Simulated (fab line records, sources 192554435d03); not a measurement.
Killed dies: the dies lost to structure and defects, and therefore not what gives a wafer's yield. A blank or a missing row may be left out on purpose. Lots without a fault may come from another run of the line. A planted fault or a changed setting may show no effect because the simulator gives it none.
Lot-split experiment	flow n5-finfet	on a route of 1938 steps: 7 lots, 39 wafers read

ABOUT THE SPLIT
At N5_BEOL_M5_ETCH_62 (etches SOC in N2/H2, target depth 75 nm, overetch 15 nm, time 112.5 s), the setting target-depth-a was moved away from the recipe's 750 angstrom on 12 of the 39 wafers read, by +21.1% to +55.7%. This setting was run at the recipe's value on the other wafers.

FROM THE SPLIT TO THE READING: what the file shows between them, 7 steps
- N5_BEOL_M5_STRIP_63: strips in N2/H2
- N5_BEOL_M5_STRIP_73: strips in N2/H2
- N5_BEOL_M5_STRIP_64: strips in CF4
- N5_BEOL_M5_HM_OPEN_17: chemistry Cl2/BCl3, target TiN, target depth 20 nm, overetch 6 nm
- N5_BEOL_M5_STRIP_19: strips in O2
- N5_BEOL_M5_STRIP_85: strips in C4F6/O2
- N5_BEOL_M5_STRIP_36: strips in N2/H2

THE READING
BEOL_M5.cd-nm (the simulator's own value, which no gauge read), in nm, at N5_BEOL_M5_TRENCH_ETCH_37 (etches SiCOH lowk in C4F6/O2, target depth 71.652 nm, time 24.7 s). There is no usual value for it anywhere in the file. Average 27.9 nm, standard deviation 0.19 nm, over the 27 wafers here run with the recipe.

wafer	tool, chamber at the split	target-depth-a as run, angstrom	against the recipe	BEOL_M5.cd-nm, nm	against lot-mates on the recipe
L074.1	rie-diel-02, 3	1105	+47.3%	29	+1.1
L074.5	rie-diel-02, 1	1105	+47.3%	29	+1.1
L074.2	rie-diel-02, 1	750	recipe	28	-
L074.3	rie-diel-02, 0	750	recipe	28	-
L074.4	rie-diel-02, 0	1105	+47.3%	28.4	+0.5
L074.6	rie-diel-02, 3	750	recipe	27.6	-
L078.1	rie-diel-04, 0	750	recipe	28	-
L078.2	rie-diel-04, 3	750	recipe	28.2	-
L078.4	rie-diel-04, 1	750	recipe	28.2	-
L078.3	rie-diel-04, 1,0	1013	+35.1%	29	+0.9
L078.5	rie-diel-04, 3	1013	+35.1%	28.8	+0.7
L078.6	rie-diel-04, 1,0	1013	+35.1%	28.8	+0.7
L080.1	rie-diel-02, 3	750	recipe	28	-
L080.2	rie-diel-02, 2	750	recipe	27.8	-
L080.3	rie-diel-02, 0	750	recipe	27.6	-
L083.1	rie-diel-03, 0	1168	+55.7%	29	+1.2
L083.2	rie-diel-03, 1	750	recipe	27.8	-
L083.3	rie-diel-03, 2	750	recipe	27.8	-
L083.4	rie-diel-03, 3	750	recipe	27.8	-
L083.5	rie-diel-03, 1	1168	+55.7%	29.2	+1.4
L083.6	rie-diel-03, 2	1168	+55.7%	29.4	+1.6
L086.1	rie-diel-02, 0	750	recipe	27.8	-
L086.2	rie-diel-02, 3	750	recipe	28	-
L086.3	rie-diel-02, 1,2	750	recipe	28	-
L086.6	rie-diel-02, 0	750	recipe	28	-
L086.4	rie-diel-02, 1,2	750	recipe	28.2	-
L086.5	rie-diel-02, 1	750	recipe	28.2	-
L091.1	rie-diel-04, 2	908.1	+21.1%	28.8	+0.9
L091.2	rie-diel-04, 1	750	recipe	27.8	-
L091.5	rie-diel-04, 3	750	recipe	27.8	-
L091.3	rie-diel-04, 3	750	recipe	28	-
L091.4	rie-diel-04, 0	908.1	+21.1%	28.4	+0.5
L091.6	rie-diel-04, 2	908.1	+21.1%	28.6	+0.7
L094.1	rie-diel-03, 2	750	recipe	28.2	-
L094.2	rie-diel-03, 0	750	recipe	27.8	-
L094.3	rie-diel-03, 1	750	recipe	27.8	-
L094.5	rie-diel-03, 0	750	recipe	27.8	-
L094.6	rie-diel-03, 1	750	recipe	27.8	-
L094.4	rie-diel-03, 3	750	recipe	28.4	-
If several chambers appear in one row, that row covers several wafers at once and the file leaves open which wafer was in which chamber.

FIT RESULTS
A straight line over all 39 wafers: BEOL_M5.cd-nm changes by +0.0221 nm for each +1% of target-depth-a; r = +0.90; the points scatter about the line by 0.22 nm.
The same after taking each lot's own level away (the mean of its wafers on the recipe; 39 wafers): +0.023 nm for each +1%; r = +0.92; scatter 0.2 nm.
According to that fit, moving target-depth-a by its largest amount changes the reading by 1.3 nm.
From 27.80 to 28.13 nm: that is the span of the lots' own levels, equal to 1.7 times the standard deviation above.
So the lot-to-lot level changes the slope little: the two slopes agree.
Check: +1.31 nm against its lot-mates is what the line predicts for one of the wafers moved furthest among these (+55.7%) when that wafer is left out of the fit. Against them it came out at +1.2 nm.

THE WHOLE CHAIN: every reading that the file lists as answering this split, in the file's order
step	what it does	reading	change (the file's fit)	r (the file's)
N5_BEOL_M5_ETCH_62	etches SOC in N2/H2, target depth 75 nm, overetch 15 nm, time 112.5 s	SiARC_of_BEOL_M5_COAT_60.thk-nm (the simulator's own value, which no gauge read)	-0.0454 nm for each +1% of the setting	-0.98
N5_BEOL_M5_ETCH_62	etches SOC in N2/H2, target depth 75 nm, overetch 15 nm, time 112.5 s	BEOL_M5.cd-nm (the simulator's own value, which no gauge read)	+0.018 nm for each +1% of the setting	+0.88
N5_BEOL_M5_HM_OPEN_17	chemistry Cl2/BCl3, target TiN, target depth 20 nm, overetch 6 nm	etch.depth-nm (the simulator's own value, which no gauge read)	-0.0907 nm for each +1% of the setting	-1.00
N5_BEOL_M5_HM_OPEN_17	chemistry Cl2/BCl3, target TiN, target depth 20 nm, overetch 6 nm	BEOL_M5.cd-nm (the simulator's own value, which no gauge read)	+0.0194 nm for each +1% of the setting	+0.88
N5_BEOL_M5_TRENCH_ETCH_37	etches SiCOH lowk in C4F6/O2, target depth 71.652 nm, time 24.7 s	BEOL_M5.cd-nm (the simulator's own value, which no gauge read)	+0.0233 nm for each +1% of the setting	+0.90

FILE'S OWN FIT
BEOL_M5.cd-nm changes by +0.0233 nm for each +1% of target-depth-a, r = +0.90.
